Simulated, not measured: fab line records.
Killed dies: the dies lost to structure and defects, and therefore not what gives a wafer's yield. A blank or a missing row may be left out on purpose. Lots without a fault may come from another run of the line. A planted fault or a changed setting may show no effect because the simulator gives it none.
Which tool did it? || flow nand harc || 14 lots, 42 wafers sampled, at 5 steps of a route of 1302

## WHAT THE GAUGES SHOWED, per wafer
NHARC_A_M1_CD_MEAS_16.
{"lot": "L523", "measured": "day 23 19:17", "on": "cd sem-02", "cd nm (nm)": "119.5 119.6 119.0"}
{"lot": "L520", "measured": "day 23 21:53", "on": "cd sem-02", "cd nm (nm)": "119.6 119.9 119.3"}
{"lot": "L527", "measured": "day 25 12:53", "on": "cd sem-03", "cd nm (nm)": "119.8 118.8 120.3"}
{"lot": "L529", "measured": "day 27 10:04", "on": "cd sem-01", "cd nm (nm)": "121.4 121.5 120.1"}
{"lot": "L530", "measured": "day 27 10:47", "on": "cd sem-03", "cd nm (nm)": "120.1 121.2 119.7"}
{"lot": "L531", "measured": "day 27 16:40", "on": "cd sem-02", "cd nm (nm)": "118.9 119.4 118.9"}
{"lot": "L533", "measured": "day 28 02:45", "on": "cd sem-01", "cd nm (nm)": "118.8 119.2 118.6"}
{"lot": "L536", "measured": "day 30 11:01", "on": "cd sem-01", "cd nm (nm)": "118.7 119.6 119.4"}
{"lot": "L538", "measured": "day 30 18:31", "on": "cd sem-02", "cd nm (nm)": "122.2 121.5 121.4"}
{"lot": "L537", "measured": "day 30 20:13", "on": "cd sem-02", "cd nm (nm)": "120.3 119.8 119.8"}
{"lot": "L540", "measured": "day 31 03:17", "on": "cd sem-03", "cd nm (nm)": "120.2 120.4 120.4"}
{"lot": "L541", "measured": "day 32 03:42", "on": "cd sem-03", "cd nm (nm)": "119.3 119.3 119.6"}
{"lot": "L543", "measured": "day 32 15:34", "on": "cd sem-01", "cd nm (nm)": "121.2 119.9 120.6"}
{"lot": "L542", "measured": "day 33 03:31", "on": "cd sem-03", "cd nm (nm)": "120.4 121.2 119.8"}

NHARC_END_SORT_01.
{"lot": "L520", "measured": "day 25 11:52", "on": "prober-02", "defect limited yield (%)": "91.1 90.0 88.0", "killed at array": "58 67 78", "killed at other": "2 0 2", "killed at periphery": "0 1 1", "killed dies": "60 68 81", "killed open": "1 1 3", "killed short": "1 0 2"}
{"lot": "L527", "measured": "day 26 23:14", "on": "prober-01", "defect limited yield (%)": "93.1 92.5 93.6", "killed at array": "45 45 40", "killed at other": "2 1 1", "killed at periphery": "0 5 2", "killed dies": "47 51 43", "killed open": "4 2 3", "killed short": "0 1 1"}
{"lot": "L529", "measured": "day 29 04:01", "on": "prober-02", "defect limited yield (%)": "95.0 93.9 94.1", "killed at array": "29 39 33", "killed at other": "3 0 4", "killed at periphery": "2 2 3", "killed dies": "34 41 40", "killed open": "5 2 4", "killed short": "3 2 3"}
{"lot": "L530", "measured": "day 28 21:55", "on": "prober-01", "defect limited yield (%)": "90.7 92.2 91.0", "killed at array": "61 51 57", "killed at other": "0 1 3", "killed at periphery": "2 1 1", "killed dies": "63 53 61", "killed open": "0 1 1", "killed short": "2 2 2"}
{"lot": "L531", "measured": "day 29 04:56", "on": "prober-01", "defect limited yield (%)": "97.5 97.8 96.0", "killed at array": "16 14 23", "killed at other": "0 1 1", "killed at periphery": "1 0 3", "killed dies": "17 15 27", "killed open": "5 4 9", "killed short": "0 4 3"}
{"lot": "L533", "measured": "day 29 11:46", "on": "prober-02", "defect limited yield (%)": "92.6 93.5 93.6", "killed at array": "49 39 41", "killed at other": "0 0 0", "killed at periphery": "1 5 2", "killed dies": "50 44 43", "killed open": "2 4 3", "killed short": "1 1 2"}
{"lot": "L536", "measured": "day 31 20:59", "on": "prober-01", "defect limited yield (%)": "88.5 89.7 89.1", "killed at array": "74 67 68", "killed at other": "2 2 0", "killed at periphery": "2 1 6", "killed dies": "78 70 74", "killed open": "5 5 7", "killed short": "0 2 2"}
{"lot": "L538", "measured": "day 32 04:56", "on": "prober-01", "defect limited yield (%)": "86.0 85.5 83.0", "killed at array": "86 97 111", "killed at other": "0 0 2", "killed at periphery": "9 1 2", "killed dies": "95 98 115", "killed open": "0 2 5", "killed short": "1 4 4"}

## WHAT TOOL EACH LOT RAN ON (gives the tool, then ch and the chambers of the sampled wafers, and finally the start)
{"lot": "L523", "NHARC_A_M1_DEGAS_29": "pvd sputter-01, day 23 19:59", "NHARC_A_M1_PRE_CLEAN_32": "pecvd-04 ch 0,1,2, day 23 22:15", "NHARC_A_M1_DEP_33": "pecvd-04 ch 0,1,2, day 23 22:25"}
{"lot": "L520", "NHARC_A_M1_DEGAS_29": "pvd sputter-02, day 23 22:36", "NHARC_A_M1_PRE_CLEAN_32": "pecvd-02 ch 0,1, day 24 00:14", "NHARC_A_M1_DEP_33": "pecvd-02 ch 0,1, day 24 00:24"}
{"lot": "L527", "NHARC_A_M1_DEGAS_29": "pvd sputter-02, day 25 13:40", "NHARC_A_M1_PRE_CLEAN_32": "pecvd-04 ch 0,1,2, day 25 15:21", "NHARC_A_M1_DEP_33": "pecvd-04 ch 0,1,2, day 25 15:28"}
{"lot": "L529", "NHARC_A_M1_DEGAS_29": "pvd sputter-01, day 27 10:47", "NHARC_A_M1_PRE_CLEAN_32": "pecvd-02 ch 0,1,2, day 27 12:24", "NHARC_A_M1_DEP_33": "pecvd-02 ch 0,1,2, day 27 12:29"}
{"lot": "L530", "NHARC_A_M1_DEGAS_29": "pvd sputter-02, day 27 11:30", "NHARC_A_M1_PRE_CLEAN_32": "pecvd-03 ch 1,2, day 27 13:07", "NHARC_A_M1_DEP_33": "pecvd-03 ch 1,2, day 27 13:14"}
{"lot": "L531", "NHARC_A_M1_DEGAS_29": "pvd sputter-01, day 27 17:23", "NHARC_A_M1_PRE_CLEAN_32": "pecvd-02 ch 0,1, day 27 19:02", "NHARC_A_M1_DEP_33": "pecvd-02 ch 0,1, day 27 19:08"}
{"lot": "L533", "NHARC_A_M1_DEGAS_29": "pvd sputter-02, day 28 03:28", "NHARC_A_M1_PRE_CLEAN_32": "pecvd-03 ch 1,2, day 28 05:15", "NHARC_A_M1_DEP_33": "pecvd-03 ch 1,2, day 28 05:22"}
{"lot": "L536", "NHARC_A_M1_DEGAS_29": "pvd sputter-02, day 30 11:44", "NHARC_A_M1_PRE_CLEAN_32": "pecvd-04 ch 0,1, day 30 13:23", "NHARC_A_M1_DEP_33": "pecvd-04 ch 0,1, day 30 13:31"}
{"lot": "L538", "NHARC_A_M1_DEGAS_29": "pvd sputter-01, day 30 19:13", "NHARC_A_M1_PRE_CLEAN_32": "pecvd-04 ch 1,2, day 30 20:50", "NHARC_A_M1_DEP_33": "pecvd-04 ch 1,2, day 30 20:55"}
{"lot": "L537", "NHARC_A_M1_DEGAS_29": "pvd sputter-01, day 30 20:56", "NHARC_A_M1_PRE_CLEAN_32": "pecvd-03 ch 0,1,2, day 30 22:34", "NHARC_A_M1_DEP_33": "pecvd-03 ch 0,1,2, day 30 22:39"}
{"lot": "L540", "NHARC_A_M1_DEGAS_29": "pvd sputter-02, day 31 04:01", "NHARC_A_M1_PRE_CLEAN_32": "pecvd-02 ch 1,2, day 31 05:38", "NHARC_A_M1_DEP_33": "pecvd-02 ch 1,2, day 31 05:44"}
{"lot": "L541", "NHARC_A_M1_DEGAS_29": "pvd sputter-03, day 32 04:25", "NHARC_A_M1_PRE_CLEAN_32": "pecvd-02 ch 0,2, day 32 06:05", "NHARC_A_M1_DEP_33": "pecvd-02 ch 0,2, day 32 06:13"}
{"lot": "L543", "NHARC_A_M1_DEGAS_29": "pvd sputter-02, day 32 16:18", "NHARC_A_M1_PRE_CLEAN_32": "pecvd-02 ch 1,2, day 32 17:56", "NHARC_A_M1_DEP_33": "pecvd-02 ch 1,2, day 32 18:04"}
{"lot": "L542", "NHARC_A_M1_DEGAS_29": "pvd sputter-01, day 33 04:14", "NHARC_A_M1_PRE_CLEAN_32": "pecvd-03 ch 0,2, day 33 05:54", "NHARC_A_M1_DEP_33": "pecvd-03 ch 0,2, day 33 05:59"}
- NHARC_A_M1_DEGAS_29: time 60 s.
- NHARC_A_M1_PRE_CLEAN_32: time 12 s.
- NHARC_A_M1_DEP_33: deposits SiCN, target thk 30 nm.

## AS READ BY THE TOOLS THEMSELVES (means over the sampled wafers that have a number; for cases with no such wafer, the mark the record gives instead)
NHARC_A_M1_DEGAS_29.
{"lot": "L523", "tool": "pvd sputter-01", "heater power w (W)": 298}
{"lot": "L520", "tool": "pvd sputter-02", "heater power w (W)": 330}
{"lot": "L527", "tool": "pvd sputter-02", "heater power w (W)": 373}
{"lot": "L529", "tool": "pvd sputter-01", "heater power w (W)": 321}
{"lot": "L530", "tool": "pvd sputter-02", "heater power w (W)": 375}
{"lot": "L531", "tool": "pvd sputter-01", "heater power w (W)": 327}
{"lot": "L533", "tool": "pvd sputter-02", "heater power w (W)": 343}
{"lot": "L536", "tool": "pvd sputter-02", "heater power w (W)": 355}
{"lot": "L538", "tool": "pvd sputter-01", "heater power w (W)": 321}
{"lot": "L537", "tool": "pvd sputter-01", "heater power w (W)": 325}
{"lot": "L540", "tool": "pvd sputter-02", "heater power w (W)": 347}
{"lot": "L541", "tool": "pvd sputter-03", "heater power w (W)": 324}
{"lot": "L543", "tool": "pvd sputter-02", "heater power w (W)": 346}
{"lot": "L542", "tool": "pvd sputter-01", "heater power w (W)": 338}

NHARC_A_M1_PRE_CLEAN_32.
{"lot": "L523", "tool": "pecvd-04", "heater power w (W)": 564}
{"lot": "L520", "tool": "pecvd-02", "heater power w (W)": 638}
{"lot": "L527", "tool": "pecvd-04", "heater power w (W)": 597}
{"lot": "L529", "tool": "pecvd-02", "heater power w (W)": 593}
{"lot": "L530", "tool": "pecvd-03", "heater power w (W)": 697}
{"lot": "L531", "tool": "pecvd-02", "heater power w (W)": 612}
{"lot": "L533", "tool": "pecvd-03", "heater power w (W)": 635}
{"lot": "L536", "tool": "pecvd-04", "heater power w (W)": 618}
{"lot": "L538", "tool": "pecvd-04", "heater power w (W)": 530}
{"lot": "L537", "tool": "pecvd-03", "heater power w (W)": 629}
{"lot": "L540", "tool": "pecvd-02", "heater power w (W)": 635}
{"lot": "L541", "tool": "pecvd-02", "heater power w (W)": 509}
{"lot": "L543", "tool": "pecvd-02", "heater power w (W)": 644}
{"lot": "L542", "tool": "pecvd-03", "heater power w (W)": 623}

NHARC_A_M1_DEP_33.
{"lot": "L523", "tool": "pecvd-04", "chamber pressure Torr (Torr)": 3.004, "heater power w (W)": 584, "rf fwd power W (W)": 449.2}
{"lot": "L520", "tool": "pecvd-02", "chamber pressure Torr (Torr)": 3.003, "heater power w (W)": 578, "rf fwd power W (W)": 447.8}
{"lot": "L527", "tool": "pecvd-04", "chamber pressure Torr (Torr)": 3.000, "heater power w (W)": 511, "rf fwd power W (W)": 450.6}
{"lot": "L529", "tool": "pecvd-02", "chamber pressure Torr (Torr)": 2.998, "heater power w (W)": 549, "rf fwd power W (W)": 520.9}
{"lot": "L530", "tool": "pecvd-03", "chamber pressure Torr (Torr)": 2.997, "heater power w (W)": 618, "rf fwd power W (W)": 448.2}
{"lot": "L531", "tool": "pecvd-02", "chamber pressure Torr (Torr)": 3.005, "heater power w (W)": 527, "rf fwd power W (W)": 520.3}
{"lot": "L533", "tool": "pecvd-03", "chamber pressure Torr (Torr)": 2.997, "heater power w (W)": 506, "rf fwd power W (W)": 449.7}
{"lot": "L536", "tool": "pecvd-04", "chamber pressure Torr (Torr)": 2.998, "heater power w (W)": 490, "rf fwd power W (W)": 448.3}
{"lot": "L538", "tool": "pecvd-04", "chamber pressure Torr (Torr)": 2.997, "heater power w (W)": 547, "rf fwd power W (W)": 448.9}
{"lot": "L537", "tool": "pecvd-03", "chamber pressure Torr (Torr)": 2.996, "heater power w (W)": 548, "rf fwd power W (W)": 449.3}
{"lot": "L540", "tool": "pecvd-02", "chamber pressure Torr (Torr)": 3.000, "heater power w (W)": 581, "rf fwd power W (W)": 448.7}
{"lot": "L541", "tool": "pecvd-02", "chamber pressure Torr (Torr)": 3.007, "heater power w (W)": 450, "rf fwd power W (W)": 448.4}
{"lot": "L543", "tool": "pecvd-02", "chamber pressure Torr (Torr)": 2.998, "heater power w (W)": 567, "rf fwd power W (W)": 448.7}
{"lot": "L542", "tool": "pecvd-03", "chamber pressure Torr (Torr)": 2.999, "heater power w (W)": 600, "rf fwd power W (W)": 448.8}

## THE ANSWER, worked out from the rows above alone
Rule: usual is defined by the lots themselves. The widest of any qualifying gaps counts: lots, ordered by their means at a reading, are off when they make up no more than a third of the lots, leave a main group of 4 or more, and stand apart from it by 3 or more times the standard deviation of that group's means. A main group is skipped when, at the precision printed for the reading in the tables above, its means are all equal. A lot without any number at a reading at which 4 lots or more have one is off too. All remaining lots with rows at the step are treated as sound. The gauges are gone through in route order, then the tools' own readings, and for those a lot's mean is taken as printed above. At the first step where some lot is off, the reading lying furthest off is the one used; lots without a number count as furthest.
Off: L529, L531, at NHARC_A_M1_DEP_33 (rf fwd power W). Main group: mean 448.9 W, sd 0.72.
A tool fits if, at that step or a process step before it, it ran every lot that is off, and no sound lot after the first of them. Of those tried, none fits.

## WHAT THE SIMULATOR HAD INSERTED
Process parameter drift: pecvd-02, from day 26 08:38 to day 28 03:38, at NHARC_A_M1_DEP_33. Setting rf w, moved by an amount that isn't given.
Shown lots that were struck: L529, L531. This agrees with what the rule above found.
